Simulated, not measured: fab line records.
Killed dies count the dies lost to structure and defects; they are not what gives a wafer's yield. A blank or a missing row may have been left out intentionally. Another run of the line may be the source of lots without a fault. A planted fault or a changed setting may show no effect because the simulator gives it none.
Matching of chambers || flow nand harc || 4 sister chambers for NHARC_P_M1_STRIP_18 on rie diel-12
The step strips in N2/H2. 8 wafers are shown with their chamber, then 9 later ones without.

## WAFERS PAIRED WITH THEIR CHAMBERS
{"wafer": "L082.4", "chamber": 0, "oes product au (a.u.)": 1.011, "throttle valve pct (%)": 14.168}
{"wafer": "L086.5", "chamber": 2, "oes product au (a.u.)": 0.987, "throttle valve pct (%)": 14.177}
{"wafer": "L086.6", "chamber": 3, "oes product au (a.u.)": 1.007, "throttle valve pct (%)": 14.172}
{"wafer": "L090.5", "chamber": 2, "oes product au (a.u.)": 0.991, "throttle valve pct (%)": 14.179}
{"wafer": "L090.6", "chamber": 1, "oes product au (a.u.)": 1.012, "throttle valve pct (%)": 14.164}
{"wafer": "L091.3", "chamber": 3, "oes product au (a.u.)": 0.989, "throttle valve pct (%)": 14.166}
{"wafer": "L091.4", "chamber": 0, "oes product au (a.u.)": 0.996, "throttle valve pct (%)": 14.161}
{"wafer": "L091.5", "chamber": 1, "oes product au (a.u.)": 1.016, "throttle valve pct (%)": 14.175}

## WAFERS WITH NO CHAMBER GIVEN
{"wafer": "L092.3", "oes product au (a.u.)": 0.981, "throttle valve pct (%)": 14.179}
{"wafer": "L092.4", "oes product au (a.u.)": 0.999, "throttle valve pct (%)": 14.172}
{"wafer": "L092.5", "oes product au (a.u.)": 0.991, "throttle valve pct (%)": 14.178}
{"wafer": "L095.1", "oes product au (a.u.)": 1.004, "throttle valve pct (%)": 14.193}
{"wafer": "L095.4", "oes product au (a.u.)": 1.001, "throttle valve pct (%)": 14.163}
{"wafer": "L095.5", "oes product au (a.u.)": 1.003, "throttle valve pct (%)": 14.184}
{"wafer": "L097.1", "oes product au (a.u.)": 0.979, "throttle valve pct (%)": 14.159}
{"wafer": "L097.3", "oes product au (a.u.)": 0.998, "throttle valve pct (%)": 14.184}
{"wafer": "L097.5", "oes product au (a.u.)": 1.003, "throttle valve pct (%)": 14.183}

## CHAMBER TAKEN BY EACH
{"wafer": "L092.3", "from the rows above": "can't be placed: 2 or 3", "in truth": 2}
{"wafer": "L092.4", "from the rows above": "can't be placed: 3 or 0 or 2 or 1", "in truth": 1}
{"wafer": "L092.5", "from the rows above": "can't be placed: 2 or 3", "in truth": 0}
{"wafer": "L095.1", "from the rows above": "can't be placed: 2 or 1 or 3", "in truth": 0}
{"wafer": "L095.4", "from the rows above": "can't be placed: 0 or 3 or 1", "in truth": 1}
{"wafer": "L095.5", "from the rows above": "can't be placed: 2 or 3 or 1 or 0", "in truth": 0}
{"wafer": "L097.1", "from the rows above": "can't be placed: 3 or 0 or 2 or 1", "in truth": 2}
{"wafer": "L097.3", "from the rows above": "can't be placed: 2 or 3 or 1", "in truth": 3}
{"wafer": "L097.5", "from the rows above": "can't be placed: 2 or 3 or 1 or 0", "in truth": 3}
Correctly placed: 0 of 9. Not placeable from these rows: 9 (in 7, the candidates include the true chamber). 0 placed wrongly.
How it was worked out, from the rows above alone: a wafer's distance from a chamber is the root of the sum, over the readings, of the square of ((its reading less the chamber's mean) divided by the reading's scatter). If the next closest chamber is less than 2 further off than the closest, the wafer can't be placed; otherwise it belongs to the closest. The mean given for a chamber averages the wafers shown for that chamber. The scatter: take each reading less its chamber's mean, square it, sum over the shown wafers, divide by the number of wafers less the number of chambers, and take the root.
